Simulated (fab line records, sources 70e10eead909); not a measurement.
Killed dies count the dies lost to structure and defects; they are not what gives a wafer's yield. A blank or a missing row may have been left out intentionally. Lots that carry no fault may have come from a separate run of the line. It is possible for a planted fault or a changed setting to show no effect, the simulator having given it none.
Chamber matching | flow nand harc | 4 sister chambers for NHARC_A_STAIRCASE_DESCUM_186 on rie diel-11
The step chemistry O2, time 3 s. 4 wafers are shown with their chamber, then 8 later ones without.

WAFERS WITH THEIR CHAMBER
wafer  | chamber | showerhead plenum p Torr (Torr)
L077.2 | 1       | 1.77
L087.1 | 2       | 1.90
L087.4 | 0       | 1.87
L088.1 | 3       | 1.87

WAFERS WITH NO CHAMBER GIVEN
wafer  | showerhead plenum p Torr (Torr)
L088.4 | 2.07
L088.6 | 1.87
L095.2 | 1.86
L095.3 | 1.89
L095.5 | 1.86
L094.1 | 1.86
L094.3 | 1.89
L094.4 | 2.06

EACH ONE'S CHAMBER
wafer  | from the rows above               | in truth
L088.4 | can't be placed: 2 or 0 or 3 or 1 | 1
L088.6 | can't be placed: 0 or 3 or 2 or 1 | 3
L095.2 | can't be placed: 0 or 3 or 2 or 1 | 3
L095.3 | can't be placed: 2 or 0 or 3 or 1 | 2
L095.5 | can't be placed: 0 or 3 or 2 or 1 | 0
L094.1 | can't be placed: 0 or 3 or 2 or 1 | 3
L094.3 | can't be placed: 2 or 0 or 3 or 1 | 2
L094.4 | can't be placed: 2 or 0 or 3 or 1 | 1
Placed correctly: 0 of 8. Can't be placed from these rows: 8 (the true chamber is among the candidates in 8). Placed wrongly: 0.
How it was worked out, from the rows above alone: a wafer's distance from a chamber is the root of the sum, over the readings, of the square of ((its reading less the chamber's mean) divided by the reading's scatter). The wafer belongs to the nearest chamber; if the next one is less than 2 further off, it can't be placed. A chamber's mean is the mean of its shown wafers. The scatter: root of mean squared gap, hidden wafer to nearest shown wafer, with one shown wafer a chamber.
